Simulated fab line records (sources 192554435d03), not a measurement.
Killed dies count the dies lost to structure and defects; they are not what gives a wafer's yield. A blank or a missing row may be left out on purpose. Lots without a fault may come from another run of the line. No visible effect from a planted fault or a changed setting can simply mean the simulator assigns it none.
Split-lot study / flow n5_finfet / route with 1938 steps; 7 lots, 39 wafers read

## THE SPLIT ITSELF
At N5_GATE_CUT_ALD_22 (deposits SiNx, target thk 16 nm, pulse time 1 s, ald cycles 320), the setting ald_cycles was moved away from the recipe's 320 on 15 of the 39 wafers read, by -14.1% to +15.3%. For the rest of the wafers, this setting stayed at what the recipe calls for.

The reading comes from the split's own step.

## THE READING
SiNx_of_GATE_CUT_ALD_22.thk_nm (the simulator's own value, which no gauge read), in nm, at N5_GATE_CUT_ALD_22 (deposits SiNx, target thk 16 nm, pulse time 1 s, ald cycles 320). The file does not state a usual value for it.

wafer=L074.1; tool, chamber at the split=ald_sin-02, 2,3,1,0,3,0; ald_cycles as run=320; against the recipe=recipe; SiNx_of_GATE_CUT_ALD_22.thk_nm, nm=16; against lot-mates on the recipe=-
wafer=L074.2; tool, chamber at the split=ald_sin-02, 2,3,1,0,3,0; ald_cycles as run=320; against the recipe=recipe; SiNx_of_GATE_CUT_ALD_22.thk_nm, nm=16; against lot-mates on the recipe=-
wafer=L074.3; tool, chamber at the split=ald_sin-02, 2,3,1,0,3,0; ald_cycles as run=320; against the recipe=recipe; SiNx_of_GATE_CUT_ALD_22.thk_nm, nm=16; against lot-mates on the recipe=-
wafer=L074.4; tool, chamber at the split=ald_sin-02, 2,3,1,0,3,0; ald_cycles as run=320; against the recipe=recipe; SiNx_of_GATE_CUT_ALD_22.thk_nm, nm=16; against lot-mates on the recipe=-
wafer=L074.5; tool, chamber at the split=ald_sin-02, 2,3,1,0,3,0; ald_cycles as run=320; against the recipe=recipe; SiNx_of_GATE_CUT_ALD_22.thk_nm, nm=16; against lot-mates on the recipe=-
wafer=L074.6; tool, chamber at the split=ald_sin-02, 2,3,1,0,3,0; ald_cycles as run=320; against the recipe=recipe; SiNx_of_GATE_CUT_ALD_22.thk_nm, nm=16; against lot-mates on the recipe=-
wafer=L079.1; tool, chamber at the split=ald_sin-03, 2,1,1; ald_cycles as run=320; against the recipe=recipe; SiNx_of_GATE_CUT_ALD_22.thk_nm, nm=16; against lot-mates on the recipe=-
wafer=L079.2; tool, chamber at the split=ald_sin-03, 2,1,1; ald_cycles as run=320; against the recipe=recipe; SiNx_of_GATE_CUT_ALD_22.thk_nm, nm=16; against lot-mates on the recipe=-
wafer=L079.5; tool, chamber at the split=ald_sin-03, 2,1,1; ald_cycles as run=320; against the recipe=recipe; SiNx_of_GATE_CUT_ALD_22.thk_nm, nm=16; against lot-mates on the recipe=-
wafer=L079.3; tool, chamber at the split=ald_sin-03, 3,3,2; ald_cycles as run=275; against the recipe=-14.1%; SiNx_of_GATE_CUT_ALD_22.thk_nm, nm=13.8; against lot-mates on the recipe=-2.2
wafer=L079.4; tool, chamber at the split=ald_sin-03, 3,3,2; ald_cycles as run=275; against the recipe=-14.1%; SiNx_of_GATE_CUT_ALD_22.thk_nm, nm=13.8; against lot-mates on the recipe=-2.2
wafer=L079.6; tool, chamber at the split=ald_sin-03, 3,3,2; ald_cycles as run=275; against the recipe=-14.1%; SiNx_of_GATE_CUT_ALD_22.thk_nm, nm=13.8; against lot-mates on the recipe=-2.2
wafer=L080.1; tool, chamber at the split=ald_sin-02, 1,0,1; ald_cycles as run=320; against the recipe=recipe; SiNx_of_GATE_CUT_ALD_22.thk_nm, nm=16; against lot-mates on the recipe=-
wafer=L080.5; tool, chamber at the split=ald_sin-02, 1,0,1; ald_cycles as run=320; against the recipe=recipe; SiNx_of_GATE_CUT_ALD_22.thk_nm, nm=16; against lot-mates on the recipe=-
wafer=L080.6; tool, chamber at the split=ald_sin-02, 1,0,1; ald_cycles as run=320; against the recipe=recipe; SiNx_of_GATE_CUT_ALD_22.thk_nm, nm=16; against lot-mates on the recipe=-
wafer=L080.2; tool, chamber at the split=ald_sin-02, 3,2; ald_cycles as run=369; against the recipe=+15.3%; SiNx_of_GATE_CUT_ALD_22.thk_nm, nm=18.4; against lot-mates on the recipe=+2.4
wafer=L080.3; tool, chamber at the split=ald_sin-02, 3,2; ald_cycles as run=369; against the recipe=+15.3%; SiNx_of_GATE_CUT_ALD_22.thk_nm, nm=18.4; against lot-mates on the recipe=+2.4
wafer=L080.4; tool, chamber at the split=ald_sin-02, 0; ald_cycles as run=369; against the recipe=+15.3%; SiNx_of_GATE_CUT_ALD_22.thk_nm, nm=18.6; against lot-mates on the recipe=+2.6
wafer=L082.1; tool, chamber at the split=ald_sin-03, 0; ald_cycles as run=275; against the recipe=-14.1%; SiNx_of_GATE_CUT_ALD_22.thk_nm, nm=13.8; against lot-mates on the recipe=-2.2
wafer=L082.2; tool, chamber at the split=ald_sin-03, 1,0; ald_cycles as run=275; against the recipe=-14.1%; SiNx_of_GATE_CUT_ALD_22.thk_nm, nm=13.6; against lot-mates on the recipe=-2.4
wafer=L082.5; tool, chamber at the split=ald_sin-03, 1,0; ald_cycles as run=275; against the recipe=-14.1%; SiNx_of_GATE_CUT_ALD_22.thk_nm, nm=13.6; against lot-mates on the recipe=-2.4
wafer=L082.3; tool, chamber at the split=ald_sin-03, 2,3,1; ald_cycles as run=320; against the recipe=recipe; SiNx_of_GATE_CUT_ALD_22.thk_nm, nm=16; against lot-mates on the recipe=-
wafer=L082.4; tool, chamber at the split=ald_sin-03, 2,3,1; ald_cycles as run=320; against the recipe=recipe; SiNx_of_GATE_CUT_ALD_22.thk_nm, nm=16; against lot-mates on the recipe=-
wafer=L082.6; tool, chamber at the split=ald_sin-03, 2,3,1; ald_cycles as run=320; against the recipe=recipe; SiNx_of_GATE_CUT_ALD_22.thk_nm, nm=16; against lot-mates on the recipe=-
wafer=L086.2; tool, chamber at the split=ald_sin-02, 3,2,0; ald_cycles as run=320; against the recipe=recipe; SiNx_of_GATE_CUT_ALD_22.thk_nm, nm=16; against lot-mates on the recipe=-
wafer=L086.3; tool, chamber at the split=ald_sin-02, 3,2,0; ald_cycles as run=320; against the recipe=recipe; SiNx_of_GATE_CUT_ALD_22.thk_nm, nm=16; against lot-mates on the recipe=-
wafer=L086.5; tool, chamber at the split=ald_sin-02, 3,2,0; ald_cycles as run=320; against the recipe=recipe; SiNx_of_GATE_CUT_ALD_22.thk_nm, nm=16; against lot-mates on the recipe=-
wafer=L090.1; tool, chamber at the split=ald_sin-02, 2,3,0; ald_cycles as run=320; against the recipe=recipe; SiNx_of_GATE_CUT_ALD_22.thk_nm, nm=16; against lot-mates on the recipe=-
wafer=L090.2; tool, chamber at the split=ald_sin-02, 2,3,0; ald_cycles as run=320; against the recipe=recipe; SiNx_of_GATE_CUT_ALD_22.thk_nm, nm=16; against lot-mates on the recipe=-
wafer=L090.6; tool, chamber at the split=ald_sin-02, 2,3,0; ald_cycles as run=320; against the recipe=recipe; SiNx_of_GATE_CUT_ALD_22.thk_nm, nm=16; against lot-mates on the recipe=-
wafer=L090.3; tool, chamber at the split=ald_sin-02, 1,0,3; ald_cycles as run=366; against the recipe=+14.4%; SiNx_of_GATE_CUT_ALD_22.thk_nm, nm=18.4; against lot-mates on the recipe=+2.4
wafer=L090.4; tool, chamber at the split=ald_sin-02, 1,0,3; ald_cycles as run=366; against the recipe=+14.4%; SiNx_of_GATE_CUT_ALD_22.thk_nm, nm=18.4; against lot-mates on the recipe=+2.4
wafer=L090.5; tool, chamber at the split=ald_sin-02, 1,0,3; ald_cycles as run=366; against the recipe=+14.4%; SiNx_of_GATE_CUT_ALD_22.thk_nm, nm=18.4; against lot-mates on the recipe=+2.4
wafer=L092.1; tool, chamber at the split=ald_sin-02, 3,0,3; ald_cycles as run=279; against the recipe=-12.8%; SiNx_of_GATE_CUT_ALD_22.thk_nm, nm=14; against lot-mates on the recipe=-2.0
wafer=L092.2; tool, chamber at the split=ald_sin-02, 3,0,3; ald_cycles as run=279; against the recipe=-12.8%; SiNx_of_GATE_CUT_ALD_22.thk_nm, nm=14; against lot-mates on the recipe=-2.0
wafer=L092.6; tool, chamber at the split=ald_sin-02, 3,0,3; ald_cycles as run=279; against the recipe=-12.8%; SiNx_of_GATE_CUT_ALD_22.thk_nm, nm=14; against lot-mates on the recipe=-2.0
wafer=L092.3; tool, chamber at the split=ald_sin-02, 1,2,0; ald_cycles as run=320; against the recipe=recipe; SiNx_of_GATE_CUT_ALD_22.thk_nm, nm=16; against lot-mates on the recipe=-
wafer=L092.4; tool, chamber at the split=ald_sin-02, 1,2,0; ald_cycles as run=320; against the recipe=recipe; SiNx_of_GATE_CUT_ALD_22.thk_nm, nm=16; against lot-mates on the recipe=-
wafer=L092.5; tool, chamber at the split=ald_sin-02, 1,2,0; ald_cycles as run=320; against the recipe=recipe; SiNx_of_GATE_CUT_ALD_22.thk_nm, nm=16; against lot-mates on the recipe=-
If several chambers appear in one row, that row covers several wafers at once and the file leaves open which wafer was in which chamber.

THE FIT
A straight line over all 39 wafers: SiNx_of_GATE_CUT_ALD_22.thk_nm changes by +0.162 nm for each +1% of ald_cycles; r = +1.00; the points scatter about the line by 0.054 nm.
The same after taking each lot's own level away (the mean of its wafers on the recipe; 39 wafers): +0.162 nm for each +1%; r = +1.00; scatter 0.054 nm.
The reading moves by 2.5 nm for the largest change in ald_cycles, on that fit.
The lots' own levels span 16.00 to 16.00 nm.
So the lot-to-lot level changes the slope little: the two slopes agree.
Check: +2.5 nm against its lot-mates is what the line predicts for one of the wafers moved furthest among these (+15.3%) when that wafer is left out of the fit. It came out at +2.4 nm against them.

## OTHER SPLITS ON THESE WAFERS
These wafers also went through other splits before the reading. Each is held against what the fit with the lots' levels taken away leaves over:
other split on the same wafers=N5_GATE_CUT_HM_DEP_46 time_s; wafers away from the commonest value=12; r with SiNx_of_GATE_CUT_ALD_22.thk_nm (lot level and that fit taken away)=+0.32

## THE FILE'S OWN FIT
SiNx_of_GATE_CUT_ALD_22.thk_nm changes by +0.162 nm for each +1% of ald_cycles, r = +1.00.
